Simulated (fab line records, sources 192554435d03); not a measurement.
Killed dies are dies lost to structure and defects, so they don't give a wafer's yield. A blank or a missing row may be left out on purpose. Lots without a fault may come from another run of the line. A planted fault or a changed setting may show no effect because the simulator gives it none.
Split-lot experiment | flow n5_finfet | 7 lots, 21 wafers read, on a route of 1938 steps

THE SPLIT
At N5_BEOL_M3_COAT_67 (time 60 s, resist thk 60 nm), the setting spin_rpm was moved away from the recipe's 1500 rpm on 4 of the 21 wafers read, by -4.3% to +8.3%. The other wafers ran this setting at the recipe's value.

FROM THE SPLIT TO THE READING: what the file shows between them, 8 steps
- N5_BEOL_M3_COAT_22: resist thk 30 nm (also split here: spin_rpm)
- N5_BEOL_M3_EBR_24
- N5_BEOL_M3_SOFTBAKE_23: time 60 s
- N5_BEOL_M3_EXPOSE_25: exposes mask V2, defocus 5 nm
- N5_BEOL_M3_PEB_26: peb time 60 s
- N5_BEOL_M3_DEVELOP_27: develop time 30 s
- N5_BEOL_M3_ALD_98: deposits SiO2, target thk 2.5 nm, pulse time 1 s, co reactant pulse time 1 s
- N5_BEOL_M3_ETCHBACK_99: etches SiO2 in CHF3, target depth 5 nm, time 10.4 s

THE READING
etch.depth_nm (the simulator's own value, which no gauge read), in nm, at N5_BEOL_M3_ETCH_70 (etches SOC in N2/H2, target depth 80 nm, overetch 16 nm, time 120 s). The file gives no usual value for it. The 17 wafers here that ran the recipe average 60.13 nm, standard deviation 0.18 nm.

wafer  | tool, chamber at the split | spin_rpm as run, rpm | against the recipe | etch.depth_nm, nm | against lot-mates on the recipe
L074.3 | litho_track-05, 0          | 1500                 | recipe             | 60.06             | -
L074.4 | litho_track-05, 0          | 1500                 | recipe             | 59.97             | -
L074.6 | litho_track-05, 0          | 1500                 | recipe             | 60.13             | -
L084.1 | litho_track-02, 0          | 1500                 | recipe             | 59.98             | -
L084.2 | litho_track-02, 0          | 1500                 | recipe             | 60.06             | -
L084.5 | litho_track-02, 0          | 1500                 | recipe             | 60.14             | -
L083.2 | litho_track-05, 0          | 1435                 | -4.3%              | 61.42             | +1.13
L083.3 | litho_track-05, 0          | 1500                 | recipe             | 60.3              | -
L083.6 | litho_track-05, 0          | 1500                 | recipe             | 60.28             | -
L085.1 | litho_track-05, 0          | 1500                 | recipe             | 60.08             | -
L085.2 | litho_track-05, 0          | 1500                 | recipe             | 60.35             | -
L085.6 | litho_track-05, 0          | 1500                 | recipe             | 59.95             | -
L089.1 | litho_track-05, 0          | 1500                 | recipe             | 60.5              | -
L089.2 | litho_track-05, 0          | 1500                 | recipe             | 60.32             | -
L089.4 | litho_track-05, 0          | 1500                 | recipe             | 60.27             | -
L092.2 | litho_track-01, 0          | 1562                 | +4.1%              | 58.73             | -1.30
L092.4 | litho_track-01, 0          | 1562                 | +4.1%              | 58.8              | -1.23
L092.6 | litho_track-01, 0          | 1500                 | recipe             | 60.03             | -
L096.2 | litho_track-05, 0          | 1500                 | recipe             | 59.79             | -
L096.4 | litho_track-05, 0          | 1624                 | +8.3%              | 57.46             | -2.42
L096.5 | litho_track-05, 0          | 1500                 | recipe             | 59.97             | -

THE FIT
A straight line over all 21 wafers: etch.depth_nm changes by -0.32 nm for each +1% of spin_rpm; r = -0.98; the points scatter about the line by 0.17 nm.
The same after taking each lot's own level away (the mean of its wafers on the recipe; 21 wafers): -0.29 nm for each +1%; r = -0.99; scatter 0.097 nm.
On that fit, the largest move of spin_rpm shifts the reading by 2.4 nm.
The lots' own levels span 59.880 to 60.363 nm, that is 2.7 times the standard deviation above.
So the lot-to-lot level changes the slope: the two fits differ.
Check: with one of the wafers moved furthest among these (+8.3%) left out of the fit, the line predicts -2.4 nm for it against its lot-mates. It came out at -2.42 nm against them.

OTHER SPLITS ON THESE WAFERS
These wafers also went through other splits before the reading. Each is held against what the fit with the lots' levels taken away leaves over:
other split on the same wafers | wafers away from the commonest value | r with etch.depth_nm (lot level and that fit taken away)
N5_BEOL_M3_COAT_61 spin_rpm    | 8                                    | -0.18
N5_BEOL_M3_COAT_22 spin_rpm    | 8                                    | +0.21

THE WHOLE CHAIN: every reading that the file lists as answering this split, in the file's order
step               | what it does                                                        | reading                                                                        | change (the file's fit)               | r (the file's)
N5_BEOL_M3_COAT_67 | time 60 s, resist thk 60 nm                                         | SOC_of_BEOL_M3_COAT_67.thk_nm (the simulator's own value, which no gauge read) | -0.296 nm for each +1% of the setting | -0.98
N5_BEOL_M3_ETCH_70 | etches SOC in N2/H2, target depth 80 nm, overetch 16 nm, time 120 s | etch.depth_nm (the simulator's own value, which no gauge read)                 | -0.289 nm for each +1% of the setting | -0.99

THE FILE'S OWN FIT
etch.depth_nm changes by -0.289 nm for each +1% of spin_rpm, r = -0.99.
